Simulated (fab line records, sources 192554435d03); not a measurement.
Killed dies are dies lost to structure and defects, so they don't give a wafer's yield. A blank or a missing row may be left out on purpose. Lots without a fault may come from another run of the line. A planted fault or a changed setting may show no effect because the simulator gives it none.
Which tool did it? | flow n5_finfet | 9 lots, 27 wafers sampled, at 6 steps of a route of 1938

WHAT THE GAUGES READ, wafer by wafer
N5_DUMMY_GATE_INSPECT_27: inspects for defects (brightfield). Usual: raw_defect_count 307, standard deviation 74.
lot  | measured    | on                | raw_defect_count | flag
L657 | day 2 23:13 | defect_inspect-01 | 386 338 390      |
L660 | day 3 21:39 | defect_inspect-02 | 358 305 328      |
L665 | day 5 05:51 | defect_inspect-02 | 310 337 420      |
L667 | day 5 13:49 | defect_inspect-01 | 280 285 333      |
L670 | day 6 12:47 | defect_inspect-02 | 351 309 424      |
L673 | day 7 02:47 | defect_inspect-02 | 234 288 349      |
L676 | day 7 18:51 | defect_inspect-02 | 235 200 253      |
L678 | day 8 07:17 | defect_inspect-01 | 387 205 307      |
L680 | day 8 20:49 | defect_inspect-01 | 414 318 365      |

N5_SD_EPI_N_EPI_MEAS_23. Usual: thk_nm 59.2 nm, standard deviation 1.2.
lot  | measured    | on            | thk_nm (nm)    | flag
L657 | day 3 03:43 | film_metro-02 | 59.6 59.0 58.8 |
L660 | day 4 02:53 | film_metro-02 | 60.3 59.3 59.1 |
L665 | day 5 12:35 | film_metro-02 | 53.1 54.1 50.7 | OFF
L667 | day 5 18:39 | film_metro-02 | 54.6 53.1 52.8 | OFF
L670 | day 6 18:02 | film_metro-01 | 57.5 58.4 59.6 |
L673 | day 7 07:38 | film_metro-01 | 59.4 57.8 59.5 |
L676 | day 7 23:42 | film_metro-02 | 60.0 58.8 58.4 |
L678 | day 8 11:49 | film_metro-02 | 58.1 59.2 61.4 |
L680 | day 9 02:35 | film_metro-02 | 58.9 58.6 61.1 |

N5_BEOL_M4_RC_MEAS_101. Usual: DIBL_N 35.4 mV/V, standard deviation 2.1; DIBL_P 34.8 mV/V, standard deviation 2.6; IOFF_N 0.15 nA/um, standard deviation 0.037; IOFF_P 0.19 nA/um, standard deviation 0.037; ION_N 677 uA/um, standard deviation 16; ION_P 462 uA/um, standard deviation 9.3; SS_N 71.4 mV/dec, standard deviation 0.75; SS_P 72.9 mV/dec, standard deviation 0.77; VT_N 250 mV, standard deviation 3.7; VT_P -251 mV, standard deviation 3.5.
lot  | measured     | on        | DIBL_N (mV/V)  | DIBL_P (mV/V)  | IOFF_N (nA/um) | IOFF_P (nA/um) | ION_N (uA/um) | ION_P (uA/um) | SS_N (mV/dec)  | SS_P (mV/dec)  | VT_N (mV)   | VT_P (mV)      | flag
L657 | day 8 15:29  | prober-01 | 35.6 39.3 37.9 | 34.3 38.9 37.1 | 0.13 0.22 0.19 | 0.14 0.20 0.18 | 654 684 686   | 441 455 455   | 71.5 73.0 72.5 | 72.4 73.8 73.3 | 255 247 249 | -257 -256 -254 |
L660 | day 9 06:27  | prober-02 | 34.7 31.1 35.3 | 35.4 31.0 35.7 | 0.15 0.09 0.14 | 0.18 0.13 0.19 | 697 665 679   | 463 461 464   | 70.7 70.3 71.1 | 72.6 71.1 72.5 | 249 256 249 | -256 -256 -252 |
L665 | day 10 10:04 | prober-01 | 35.4 33.4 37.0 | 34.8 32.0 37.2 | 0.16 0.12 0.20 | 0.21 0.17 0.26 | 662 666 682   | 463 464 465   | 71.6 71.6 73.0 | 72.6 72.0 73.6 | 246 251 245 | -248 -251 -245 |
L667 | day 10 15:20 | prober-01 | 36.0 36.2 37.3 | 34.6 34.6 35.1 | 0.13 0.15 0.15 | 0.21 0.20 0.19 | 649 677 661   | 450 466 450   | 71.0 71.3 71.3 | 73.0 73.2 72.4 | 250 246 249 | -251 -252 -251 |
L670 | day 11 12:50 | prober-01 | 35.2 35.3 33.4 | 34.9 34.9 32.1 | 0.15 0.14 0.12 | 0.21 0.21 0.17 | 683 679 674   | 467 469 462   | 71.2 71.3 71.4 | 73.5 73.1 72.2 | 248 249 254 | -248 -249 -250 |
L673 | day 12 14:50 | prober-01 | 37.6 35.6 38.4 | 37.1 36.4 37.6 | 0.17 0.13 0.22 | 0.22 0.20 0.24 | 678 662 669   | 467 464 460   | 71.9 71.2 72.4 | 73.8 72.4 73.7 | 248 254 249 | -246 -250 -248 |
L676 | day 12 22:39 | prober-01 | 36.2 37.5 37.8 | 36.9 38.8 38.8 | 0.18 0.21 0.20 | 0.22 0.25 0.24 | 694 697 696   | 472 472 471   | 72.3 72.2 72.2 | 72.9 73.3 73.0 | 247 246 245 | -249 -249 -245 |
L678 | day 13 15:49 | prober-01 | 40.6 38.2 36.6 | 40.7 37.9 36.7 | 0.28 0.23 0.18 | 0.31 0.25 0.22 | 709 708 702   | 480 479 478   | 73.2 72.2 72.0 | 74.6 73.6 73.9 | 241 244 246 | -246 -245 -247 |
L680 | day 14 14:02 | prober-02 | 38.0 36.1 36.0 | 40.0 37.1 36.9 | 0.22 0.18 0.17 | 0.26 0.23 0.21 | 710 701 689   | 477 476 467   | 72.6 71.7 71.4 | 73.7 73.3 73.6 | 242 247 246 | -247 -250 -250 |

WHICH TOOL RAN EACH LOT (tool, then ch and the chambers of the sampled wafers, then the start)
lot  | N5_SPACER0_ALD_07                | N5_SD_EPI_N_SD_RECESS_17        | N5_SD_EPI_N_EPI_21
L657 | ald_sin-03 ch 0,2,3, day 2 23:15 | rie_si-05 ch 0,1, day 3 00:59   | epi_rpcvd-03 ch 0, day 3 01:59
L660 | ald_sin-03 ch 0,1,2, day 3 21:41 | rie_si-03 ch 0,3, day 3 23:26   | epi_rpcvd-03 ch 0, day 4 00:36
L665 | ald_sin-04 ch 2,3, day 5 08:08   | rie_si-03 ch 0,2,3, day 5 09:53 | epi_rpcvd-03 ch 0, day 5 11:09
L667 | ald_sin-03 ch 0,2,3, day 5 13:51 | rie_si-03 ch 1,2,3, day 5 15:56 | epi_rpcvd-03 ch 0, day 5 16:56
L670 | ald_sin-02 ch 1,3, day 6 12:49   | rie_si-05 ch 2,3, day 6 14:35   | epi_rpcvd-04 ch 0, day 6 16:08
L673 | ald_sin-04 ch 1,2,3, day 7 02:50 | rie_si-05 ch 1,2,3, day 7 04:56 | epi_rpcvd-04 ch 0, day 7 05:55
L676 | ald_sin-02 ch 1,2,3, day 7 19:23 | rie_si-05 ch 1,3, day 7 20:59   | epi_rpcvd-04 ch 0, day 7 22:32
L678 | ald_sin-02 ch 0,1, day 8 07:20   | rie_si-05 ch 0,1,3, day 8 09:04 | epi_rpcvd-04 ch 0, day 8 10:04
L680 | ald_sin-03 ch 0,1, day 8 20:52   | rie_si-05 ch 0,3, day 8 22:59   | epi_rpcvd-04 ch 0, day 9 00:19
- N5_SPACER0_ALD_07: deposits SiNx, target thk 2 nm.
- N5_SD_EPI_N_SD_RECESS_17: chemistry HBr/Cl2/O2, target depth 41 nm, time 23.7 s, bt time 3 s.
- N5_SD_EPI_N_EPI_21: deposits Si:P, time 690 s.

WHAT THE TOOLS THEMSELVES READ (means of the sampled wafers that have a number; where no wafer has one, the mark that the record gives instead)
N5_SPACER0_ALD_07. Usual: chamber_pressure_Torr 2.000 Torr, standard deviation 0.0047; heater_power_w 800 W, standard deviation 73.
lot  | tool       | chamber_pressure_Torr (Torr) | heater_power_w (W) | flag
L657 | ald_sin-03 | 2.003                        | 808                |
L660 | ald_sin-03 | 1.998                        | 787                |
L665 | ald_sin-04 | 2.000                        | 819                |
L667 | ald_sin-03 | 1.997                        | 804                |
L670 | ald_sin-02 | 1.995                        | 823                |
L673 | ald_sin-04 | 2.000                        | 824                |
L676 | ald_sin-02 | 2.000                        | 782                |
L678 | ald_sin-02 | 2.002                        | 879                |
L680 | ald_sin-03 | 1.999                        | 737                |

N5_SD_EPI_N_SD_RECESS_17. Usual: drypump_motor_current_A 5.7 A, standard deviation 0.44; mfc_cl2_sccm 80.00 sccm, standard deviation 0.24; oes_product_au 1.009 a.u., standard deviation 0.017; throttle_valve_pct 36.90 %, standard deviation 0.27.
lot  | tool      | drypump_motor_current_A (A) | mfc_cl2_sccm (sccm) | oes_product_au (a.u.) | throttle_valve_pct (%) | flag
L657 | rie_si-05 | 5.6                         | 79.85               | 1.026                 | 36.84                  |
L660 | rie_si-03 | 6.0                         | 80.29               | 0.999                 | 36.61                  |
L665 | rie_si-03 | 6.2                         | 79.91               | 0.999                 | 36.71                  |
L667 | rie_si-03 | 6.3                         | 79.80               | 0.994                 | 36.88                  |
L670 | rie_si-05 | 5.3                         | 80.06               | 1.005                 | 37.00                  |
L673 | rie_si-05 | 5.6                         | 79.95               | 1.015                 | 36.98                  |
L676 | rie_si-05 | 5.4                         | 79.98               | 1.030                 | 36.84                  |
L678 | rie_si-05 | 5.4                         | 79.85               | 1.019                 | 36.88                  |
L680 | rie_si-05 | 5.3                         | 80.08               | 1.013                 | 36.90                  |

N5_SD_EPI_N_EPI_21. Usual: chamber_pressure_Torr 255.1 Torr, standard deviation 0.54.
lot  | tool         | chamber_pressure_Torr (Torr) | flag
L657 | epi_rpcvd-03 | 254.9                        |
L660 | epi_rpcvd-03 | 254.9                        |
L665 | epi_rpcvd-03 | 255.3                        |
L667 | epi_rpcvd-03 | 255.4                        |
L670 | epi_rpcvd-04 | 254.7                        |
L673 | epi_rpcvd-04 | 254.8                        |
L676 | epi_rpcvd-04 | 254.9                        |
L678 | epi_rpcvd-04 | 255.0                        |
L680 | epi_rpcvd-04 | 255.2                        |

THE ANSWER, worked out from the rows above alone
Rule: a lot is off if the mean of its wafers that have a number lies more than 3 standard deviations from the usual mean. A lot without any number at a reading at which 4 lots or more have one is off too. The other lots that the step has rows for count as sound. The gauges are gone through in route order, then the tools' own readings, and for those a lot's mean is taken as printed above. The first step at which some lot is off is used, and at that step the reading that is off furthest; a lot without a number counts as furthest.
Off: L665, L667, at N5_SD_EPI_N_EPI_MEAS_23 (thk_nm).
A tool fits if, at a process step before that reading, it ran every lot that is off, and no sound lot after the first of them. The gauges at N5_SD_EPI_N_EPI_MEAS_23 are tried like those tools. Can't be told from this: 2 tools fit, rie_si-03 at N5_SD_EPI_N_SD_RECESS_17, epi_rpcvd-03 at N5_SD_EPI_N_EPI_21.

WHAT THE SIMULATOR HAD PUT IN
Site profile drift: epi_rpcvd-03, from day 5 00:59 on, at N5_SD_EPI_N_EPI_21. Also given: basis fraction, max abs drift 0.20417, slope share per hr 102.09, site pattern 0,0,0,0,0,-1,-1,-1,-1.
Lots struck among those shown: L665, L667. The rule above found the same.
